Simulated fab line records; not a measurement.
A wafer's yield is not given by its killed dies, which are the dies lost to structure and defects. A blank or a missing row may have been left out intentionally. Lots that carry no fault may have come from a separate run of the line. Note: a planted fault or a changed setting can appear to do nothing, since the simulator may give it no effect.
Which tool is to blame? + flow n5-finfet + 33 wafers from 11 lots sampled at 4 of the route's 1938 steps

WHAT THE GAUGES READ, wafer by wafer
N5_BEOL_M8_INSPECT_58: inspects for defects (darkfield).
| lot  | measured     | on                | raw-defect-count |
|------|--------------|-------------------|------------------|
| L434 | day 11 07:31 | defect-inspect-01 | 49 52 46         |
| L436 | day 12 00:47 | defect-inspect-02 | 51 67 82         |
| L437 | day 12 05:31 | defect-inspect-01 | 89 67 71         |
| L438 | day 12 13:32 | defect-inspect-01 | 90 79 85         |
| L439 | day 13 02:33 | defect-inspect-01 | 49 62 47         |
| L440 | day 13 04:32 | defect-inspect-02 | 75 76 62         |
| L441 | day 13 10:47 | defect-inspect-01 | 40 56 43         |
| L444 | day 14 02:04 | defect-inspect-02 | 74 66 52         |
| L446 | day 14 10:01 | defect-inspect-01 | 29 73 82         |
| L451 | day 15 12:57 | defect-inspect-01 | 51 43 50         |
| L453 | day 16 12:40 | defect-inspect-02 | 88 71 68         |

EACH LOT AND THE TOOL THAT RAN IT (in order: tool; ch and the chambers of the sampled wafers; start)
| lot  | N5_BEOL_M8_STRIP_80                           | N5_BEOL_M8_ALD_77                   | N5_BEOL_M8_CMP_52             |
|------|-----------------------------------------------|-------------------------------------|-------------------------------|
| L434 | rie-diel-02 ch 0,1,2, day 11 05:22 or earlier | ald-metal-04 ch 0,1, day 11 05:22   | cmp-03 ch 2,3, day 11 07:04   |
| L436 | rie-diel-03 ch 0,1,3, day 11 23:05 or earlier | ald-metal-01 ch 0,1,2, day 11 23:05 | cmp-03 ch 0,1,2, day 12 00:19 |
| L437 | rie-diel-05 ch 2,3, day 12 03:59 or earlier   | ald-metal-02 ch 0,1, day 12 03:59   | cmp-04 ch 1,2,3, day 12 05:08 |
| L438 | rie-diel-03 ch 0,2,3, day 12 11:51 or earlier | ald-metal-01 ch 1,3, day 12 11:51   | cmp-02 ch 1,2,3, day 12 13:07 |
| L439 | rie-diel-03 ch 0,1,2, day 13 00:56 or earlier | ald-metal-01 ch 0,1,3, day 13 00:56 | cmp-04 ch 1,2,3, day 13 02:08 |
| L440 | rie-diel-02 ch 0,2, day 13 02:11 or earlier   | ald-metal-02 ch 0,2, day 13 02:11   | cmp-02 ch 0,1, day 13 04:05   |
| L441 | rie-diel-03 ch 0,3, day 13 08:50 or earlier   | ald-metal-04 ch 0,2,3, day 13 08:50 | cmp-02 ch 0,3, day 13 10:20   |
| L444 | rie-diel-05 ch 1,2, day 13 23:58 or earlier   | ald-metal-01 ch 0,1,2, day 13 23:58 | cmp-02 ch 0,1,2, day 14 01:41 |
| L446 | rie-diel-05 ch 1,2,3, day 14 08:13 or earlier | ald-metal-01 ch 0,1,2, day 14 08:13 | cmp-04 ch 0,1,3, day 14 09:37 |
| L451 | rie-diel-05 ch 1,2, day 15 11:23 or earlier   | ald-metal-04 ch 0,1,3, day 15 11:23 | cmp-02 ch 0,1,2, day 15 12:37 |
| L453 | rie-diel-02 ch 1,2,3, day 16 09:26 or earlier | ald-metal-02 ch 0,2,3, day 16 09:26 | cmp-04 ch 0,1,2, day 16 12:15 |
- N5_BEOL_M8_STRIP_80: strips in N2/H2, time 10 s.
- N5_BEOL_M8_ALD_77: deposits TaN, target thk 2 nm, pulse time 2 s, purge time 3 s.
- N5_BEOL_M8_CMP_52: polishes, stops on SiCOH lowk, t overpolish 6.9 s, target thk 80 nm.

THE ANSWER, worked out from the rows above alone
Rule: usual is defined by the lots themselves. The widest of any qualifying gaps counts: lots, ordered by their means at a reading, are off when they make up no more than a third of the lots, leave a main group of 4 or more, and stand apart from it by 3 or more times the standard deviation of that group's means. A main group whose means are all the same, to the digits that the tables above print for the reading, isn't used. Also off: a lot with no number at a reading for which 4 or more lots have one. Where the step has rows for the other lots, those lots are counted as sound.
Nothing can be told from this: no lot is off at any reading shown.

WHAT HAD BEEN PUT IN BY THE SIMULATOR
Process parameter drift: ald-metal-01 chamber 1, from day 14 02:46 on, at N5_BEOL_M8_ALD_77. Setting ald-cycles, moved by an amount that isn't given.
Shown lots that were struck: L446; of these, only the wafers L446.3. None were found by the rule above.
